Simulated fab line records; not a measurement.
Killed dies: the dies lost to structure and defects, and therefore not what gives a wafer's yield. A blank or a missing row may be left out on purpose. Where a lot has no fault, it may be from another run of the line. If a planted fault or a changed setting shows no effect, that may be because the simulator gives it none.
A struck lot beside a sound one || flow nandHarc || 14 out of 1302 route steps
Sound: wafers L813.1, L813.3, L813.5. Wafers L827.4, L827.5, L827.6 were the ones struck. Last of all comes the cause.
For every step that has rows: the tool of each side, followed by ch and its chambers, followed by its first start. Under that, the readings that differ: sound wafers || struck wafers || difference of the means || sigmas: that difference in standard deviations of wafers without a fault.
alike: words and numbers the same on both sides, and readings whose means are apart by under 2 such deviations; not compared: readings that were withheld, readings missing a value for some wafer, numbers with overlapping values and no deviation given by the record, and bounds like >300 which may hide the same value.
The two part at a step that has a row with sigmas, a row that says differs or no value, or rows on one side only. Non-overlapping numbers with no deviation appear without sigmas and do not part them. A reading missing from all wafers of one side parts the sides only when that side holds two or more wafers.

NHARC_A_BLC_CVD_24: deposits W, target thk 150 nm, time 434 s.
  sound: cvdW-01 ch 0,1; struck: cvdW-02 ch 0,1
{"reading": "susceptorTempC (C)", "sound": "- - -", "struck": "300.02 299.90 300.02", "difference": "no value on the sound wafers", "sigmas": ""}
  alike: heaterPowerW, throttleValvePct
NHARC_A_BLC_CMP_25: polishes, t overpolish 30 s, target thk 150 nm.
  sound on cmp-01 ch 0,2, day 23 09:52; struck on cmp-03 ch 0,1,2, day 29 07:09
  alike: motorCurrentA, overpolishRunS, slurryFilterDpKPa, timeToEndpointS
following that, these wafers have no rows for 1 step: NHARC_A_BLC_SRD_27.
NHARC_A_BLC_INSPECT_28:
  sound on defectInspect-01 at day 23 10:15; struck on defectInspect-01 at day 29 07:29
  alike: rawDefectCount
then, 7 steps without rows for these wafers: NHARC_A_M0_DEP_00 (deposits SiOC, target thk 150 nm); NHARC_A_M0_DEHYDRATE_01 (time 120 s); NHARC_A_M0_HMDS_02 (time 30 s); NHARC_A_M0_COAT_33 (time 65 s); NHARC_A_M0_COAT_03 (resist thk 90 nm); NHARC_A_M0_SOFTBAKE_04 (time 55 s); NHARC_A_M0_EBR_05.
NHARC_A_M0_EXPOSE_06: exposes mask A M0, target cd 80 nm.
  sound on arfiScanner-03 ch 0, day 23 11:01; struck on arfiScanner-03 ch 0, day 29 08:08
{"reading": "exposureDoseMJCm2", "sound": "83.19 83.17 83.24", "struck": "84.34 84.22 84.24", "difference": "+1.07", "sigmas": "+14"}
  alike: mask
then, 1 step without rows for these wafers: NHARC_A_M0_PEB_07 (peb time 65 s).
NHARC_END_SORT_01:
  sound on prober-02 ch 0, day 24 23:11; struck on prober-02 ch 0, day 31 00:49
  alike: defectLimitedYield, killedAtArray, killedAtOther, killedAtPeriphery, killedDies, killedOpen, killedShort, sort_bin_2_pct, sort_bin_3_pct, sort_bin_4_pct, sortNPass, sortRimYieldPct, sortYieldPct

## WHERE THEY PART
Last at NHARC_A_M0_EXPOSE_06 as far as this record goes, first at NHARC_A_BLC_CVD_24. Later steps at which nothing parts them and some readings are alike: NHARC_END_SORT_01.

WHY: whatever the simulator had introduced
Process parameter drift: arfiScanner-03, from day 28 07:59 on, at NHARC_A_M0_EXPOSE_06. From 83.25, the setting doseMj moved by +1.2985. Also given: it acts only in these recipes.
